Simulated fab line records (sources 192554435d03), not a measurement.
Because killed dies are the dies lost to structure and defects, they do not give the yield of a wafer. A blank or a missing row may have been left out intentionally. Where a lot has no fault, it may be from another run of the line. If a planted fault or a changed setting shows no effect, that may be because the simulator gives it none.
Chamber matching | flow n5_finfet | rie_diel-04 running N5_MOL_CONTACT_COAG_ETCHBACK_135: 4 sister chambers
The step etches SiO2 in CHF3, target depth 25 nm, time 16.7 s. 4 wafers are shown with their chamber, then 9 later ones without.

WAFERS PAIRED WITH THEIR CHAMBERS
wafer  | chamber | drypump_motor_current_A (A)
L078.5 | 1       | 5.89
L089.1 | 0       | 5.84
L089.2 | 2       | 5.41
L089.4 | 3       | 5.25

WAFERS WHOSE CHAMBER IS MISSING
wafer  | drypump_motor_current_A (A)
L090.3 | 5.88
L090.4 | 5.24
L090.6 | 5.39
L093.2 | 5.89
L093.3 | 5.24
L093.6 | 5.87
L096.1 | 5.42
L096.2 | 5.93
L096.5 | 5.26

WHICH CHAMBER EACH ONE RAN IN
wafer  | from the rows above     | in truth
L090.3 | can't be placed: 1 or 0 | 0
L090.4 | 3                       | 3
L090.6 | 2                       | 2
L093.2 | 1                       | 1
L093.3 | 3                       | 3
L093.6 | can't be placed: 1 or 0 | 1
L096.1 | 2                       | 2
L096.2 | 1                       | 1
L096.5 | 3                       | 3
7 of 9 placed correctly. From these rows, 2 cannot be placed; in 2 the true chamber is one of the candidates. Number placed wrongly: 0.
How it was worked out, from the rows above alone: a wafer's distance from a chamber is the root of the sum, over the readings, of the square of ((its reading less the chamber's mean) divided by the reading's scatter). The wafer belongs to the nearest chamber; if the next one is less than 2 further off, it can't be placed. Each chamber's mean is taken over the wafers shown for it. The scatter: with one shown wafer a chamber, the root of the mean of the squares of how far each hidden wafer lies from its nearest shown one.
